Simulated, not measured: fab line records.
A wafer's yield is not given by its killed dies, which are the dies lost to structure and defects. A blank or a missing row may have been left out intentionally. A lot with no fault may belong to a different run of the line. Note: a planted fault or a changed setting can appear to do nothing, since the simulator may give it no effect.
A struck lot beside a sound one | flow nand-harc | 13 out of 1159 route steps
Sound: wafers L239.2, L239.4, L239.6. Struck: wafers L243.2, L243.4, L243.5. At the end, the cause is stated.
At each step with rows: each side's tool, then ch and its chambers, then its first start. Under that, the readings that differ: sound wafers | struck wafers | difference of the means | sigmas: that difference in standard deviations of wafers without a fault.
alike: a reading whose means differ by less than 2 such deviations, as well as words and numbers matching on both sides. not compared: withheld readings; readings where some wafer has no value; bounds like >300 that might hide an equal value; numbers whose values overlap and for which the record gives no deviation.
Wherever a step has rows on one side only, a row that says differs or no value, or a row with sigmas, the two part there. Non-overlapping numbers with no deviation appear without sigmas and do not part them. Lack of a reading on every wafer of one side parts them only where that side has two or more wafers.

first, 12 steps without rows for these wafers: NHARC_P_STI_PRECLEAN_27 (cleans in SC1); NHARC_P_STI_SRD_28; NHARC_P_STI_OXIDE_29 (material SiO2, target thk 10 nm, ox time 1362 s); NHARC_P_STI_HM_DEP_30 (deposits Si3N4, target thk 80 nm, time 873 s); NHARC_P_STI_DEHYDRATE_01 (time 120 s); NHARC_P_STI_HMDS_02 (time 30 s); NHARC_P_STI_COAT_41 (time 65 s); NHARC_P_STI_COAT_03 (resist thk 600 nm); NHARC_P_STI_SOFTBAKE_04 (time 70 s); NHARC_P_STI_EBR_05; NHARC_P_STI_EXPOSE_06 (exposes mask P STI, target cd 200 nm); NHARC_P_STI_PEB_07 (peb time 80 s).
NHARC_P_STI_DEVELOP_08: time 50 s.
  struck on litho-track-05, day 5 07:00; sound on litho-track-03 ch 0, day 4 12:00
  no value came back on the struck wafers for chill-plate-temp-C (C), developer-temp-C (C), resist-line-temp-C (C); on the sound wafers chill-plate-temp-C (C) reads 22.97 23.04 22.87

== WHERE THEY PART ==
Only at NHARC_P_STI_DEVELOP_08, within this record.

WHY: the cause the simulator had injected
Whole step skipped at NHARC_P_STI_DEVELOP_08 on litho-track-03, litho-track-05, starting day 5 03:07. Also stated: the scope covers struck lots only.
